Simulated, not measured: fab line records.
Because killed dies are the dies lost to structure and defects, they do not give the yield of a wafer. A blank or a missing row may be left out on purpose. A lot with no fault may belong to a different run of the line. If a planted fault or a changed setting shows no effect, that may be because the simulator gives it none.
Which tool is to blame? / flow n5Finfet / 30 wafers from 10 lots sampled at 3 of the route's 1938 steps

== WHAT THE GAUGES SHOWED, per wafer ==
N5_BEOL_M10_CD_MEAS_28 targets a cd of 70 nm.
lot=L372; measured=day 10 00:22; on=cdSem-03; cdNm (nm)=71.4 70.4 70.8
lot=L377; measured=day 11 15:27; on=cdSem-03; cdNm (nm)=70.3 70.8 70.3
lot=L383; measured=day 12 18:50; on=cdSem-01; cdNm (nm)=73.6 74.5 75.0
lot=L384; measured=day 13 08:25; on=cdSem-03; cdNm (nm)=75.0 75.1 74.0
lot=L385; measured=day 13 11:55; on=cdSem-03; cdNm (nm)=70.8 70.7 70.0
lot=L387; measured=day 13 15:32; on=cdSem-03; cdNm (nm)=70.3 69.0 71.7
lot=L386; measured=day 13 20:15; on=cdSem-03; cdNm (nm)=70.5 68.6 70.3
lot=L388; measured=day 14 06:00; on=cdSem-01; cdNm (nm)=70.3 69.9 69.6
lot=L390; measured=day 14 15:18; on=cdSem-03; cdNm (nm)=70.3 69.8 69.5
lot=L394; measured=day 16 09:23; on=cdSem-01; cdNm (nm)=70.9 72.2 70.4

== TOOL THAT RAN EACH LOT (tool first, then ch and the chambers of the sampled wafers, then the start) ==
lot=L372; N5_BEOL_M10_STRIP_67=rieDiel-01 ch 0,1,3, day 9 20:31; N5_BEOL_M10_EXPOSE_25=arfiScanner-03 ch 0, day 10 00:14
lot=L377; N5_BEOL_M10_STRIP_67=rieDiel-05 ch 1,2,3, day 11 14:49; N5_BEOL_M10_EXPOSE_25=arfiScanner-02 ch 0, day 11 15:19
lot=L383; N5_BEOL_M10_STRIP_67=rieDiel-06 ch 0,1,3, day 12 16:23; N5_BEOL_M10_EXPOSE_25=arfiScanner-02 ch 0, day 12 18:43
lot=L384; N5_BEOL_M10_STRIP_67=rieDiel-05 ch 0,3, day 13 07:15; N5_BEOL_M10_EXPOSE_25=arfiScanner-02 ch 0, day 13 08:17
lot=L385; N5_BEOL_M10_STRIP_67=rieDiel-01 ch 1,2,3, day 13 11:17; N5_BEOL_M10_EXPOSE_25=arfiScanner-03 ch 0, day 13 11:48
lot=L387; N5_BEOL_M10_STRIP_67=rieDiel-01 ch 0,3, day 13 15:01; N5_BEOL_M10_EXPOSE_25=arfiScanner-03 ch 0, day 13 15:24
lot=L386; N5_BEOL_M10_STRIP_67=rieDiel-01 ch 1,2, day 13 17:13; N5_BEOL_M10_EXPOSE_25=arfiScanner-03 ch 0, day 13 20:07
lot=L388; N5_BEOL_M10_STRIP_67=rieDiel-05 ch 1,2, day 14 03:11; N5_BEOL_M10_EXPOSE_25=arfiScanner-01 ch 0, day 14 05:52
lot=L390; N5_BEOL_M10_STRIP_67=rieDiel-06 ch 0,2,3, day 14 13:04; N5_BEOL_M10_EXPOSE_25=arfiScanner-03 ch 0, day 14 15:10
lot=L394; N5_BEOL_M10_STRIP_67=rieDiel-06 ch 0,1, day 16 06:43; N5_BEOL_M10_EXPOSE_25=arfiScanner-03 ch 0, day 16 09:15
- N5_BEOL_M10_STRIP_67: strips in CF4.
- N5_BEOL_M10_EXPOSE_25: exposes mask V9.

== THE ANSWER, worked out from the rows above alone ==
Rule: the usual values come from the lots themselves. The widest of any qualifying gaps counts: lots, ordered by their means at a reading, are off when they make up no more than a third of the lots, leave a main group of 4 or more, and stand apart from it by 3 or more times the standard deviation of that group's means. If all means in a main group match to the digits the tables above print for the reading, that group is not used. A lot without any number at a reading at which 4 lots or more have one is off too. All remaining lots with rows at the step are treated as sound.
Off, at N5_BEOL_M10_CD_MEAS_28 on cdNm: L383, L384. For the main group the mean is 70.4 nm and the standard deviation 0.46.
If a tool, at a process step before that reading, ran all the lots that are off and no sound lot after the first of them, it fits. Those tools and the gauges at N5_BEOL_M10_CD_MEAS_28 are tried in the same way. One fits: arfiScanner-02 at N5_BEOL_M10_EXPOSE_25. Its last sound lot is L377 (day 11 15:19), its first lot that is off L383 (day 12 18:43): a fault that began between those two fits.

== WHAT THE SIMULATOR PUT IN ==
Process parameter drift: arfiScanner-02, from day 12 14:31 on, at N5_BEOL_M10_EXPOSE_25. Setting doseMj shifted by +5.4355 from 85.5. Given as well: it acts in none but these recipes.
Shown lots that were struck: L383, L384. This agrees with what the rule above found.
